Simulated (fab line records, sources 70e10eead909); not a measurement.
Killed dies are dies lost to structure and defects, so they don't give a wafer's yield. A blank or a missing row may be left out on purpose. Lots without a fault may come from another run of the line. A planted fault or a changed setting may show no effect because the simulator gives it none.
A struck lot beside a sound one | flow nand_harc | 12 steps out of a route of 1302
Sound: wafers L546.1, L546.4, L546.6. Struck: wafers L553.1, L553.4, L553.5. The cause comes at the end.
At each step with rows: each side's tool, then ch and its chambers, then its first start. Under that, the readings that differ: sound wafers | struck wafers | difference of the means | sigmas: that difference in standard deviations of wafers without a fault.
alike: readings whose means differ by less than 2 such deviations, and words and numbers that are the same on both sides. not compared: withheld readings, readings that some wafer has no value for, bounds like >300 that may hide the same value, and numbers for which the record gives no deviation and whose values overlap.
The two part at a step that has a row with sigmas, a row that says differs or no value, or rows on one side only. Numbers that don't overlap but have no deviation are shown without sigmas and don't part them. A reading that every wafer of one side lacks parts them only if that side has two wafers or more.

NHARC_A_SOURCE_PLATE_THK_MEAS_09: measures by ellipsometry.
  sound on film_metro-02, day 8 02:34; struck on film_metro-01, day 10 20:10
  alike: thk_nm
then, 3 steps without rows for these wafers: NHARC_A_SOURCE_PLATE_PVD_04 (deposits WSi2, target thk 50 nm); NHARC_A_SOURCE_PLATE_CVD_03 (deposits poly-Si, target thk 200 nm, time 4000 s); NHARC_A_SOURCE_PLATE_ANNEAL_05 (time 1800 s).
NHARC_A_SOURCE_PLATE_THK_MEAS_06: measures by ellipsometry.
  sound on film_metro-02, day 8 16:05; struck on film_metro-02, day 11 11:13
  reading     | sound             | struck            | difference | sigmas
  thk_nm (nm) | 195.0 197.5 193.8 | 200.2 201.6 201.0 | +5.5       | +3
NHARC_A_SOURCE_PLATE_INSPECT_08:
  sound on defect_inspect-01, day 8 16:08; struck on defect_inspect-01, day 11 11:16
  alike: raw_defect_count
then, 1 step without rows for these wafers: NHARC_A_ONON_D1_DEP_00 (target thk 1000 nm).
NHARC_A_ONON_D1_THK_MEAS_02: measures by ellipsometry.
  sound on film_metro-02, day 8 16:43; struck on film_metro-01, day 11 11:51
  alike: thk_nm
then, 1 step without rows for these wafers: NHARC_A_ONON_D1_DEP_03 (target thk 1000 nm).
NHARC_A_ONON_D1_THK_MEAS_05: measures by ellipsometry.
  sound on film_metro-01, day 8 17:17; struck on film_metro-02, day 11 12:25
  alike: thk_nm
NHARC_A_ONON_D1_DEP_06: target thk 1000 nm.
  sound on pecvd_onon-03 ch 0, day 8 17:20; struck on pecvd_onon-04, day 11 12:28
  no value came back on the struck wafers for n2_flow_sccm (sccm), n2o_flow_sccm (sccm); on the sound wafers n2_flow_sccm (sccm) reads 2771 2767 2749
-- the record jumps here: 17 days lie between the struck wafers' starts before and after (it left off in module A_ONON_D1 and takes up again in module END, whose first step shown is number 1302 of the route) --
NHARC_END_SORT_01:
  the record has rows for the struck wafers here (prober-02 ch 0, day 28 03:37) and none for the sound ones

WHERE THEY PART
First at NHARC_A_SOURCE_PLATE_THK_MEAS_06; last, within this record, at NHARC_END_SORT_01.

WHY: what the simulator had put in
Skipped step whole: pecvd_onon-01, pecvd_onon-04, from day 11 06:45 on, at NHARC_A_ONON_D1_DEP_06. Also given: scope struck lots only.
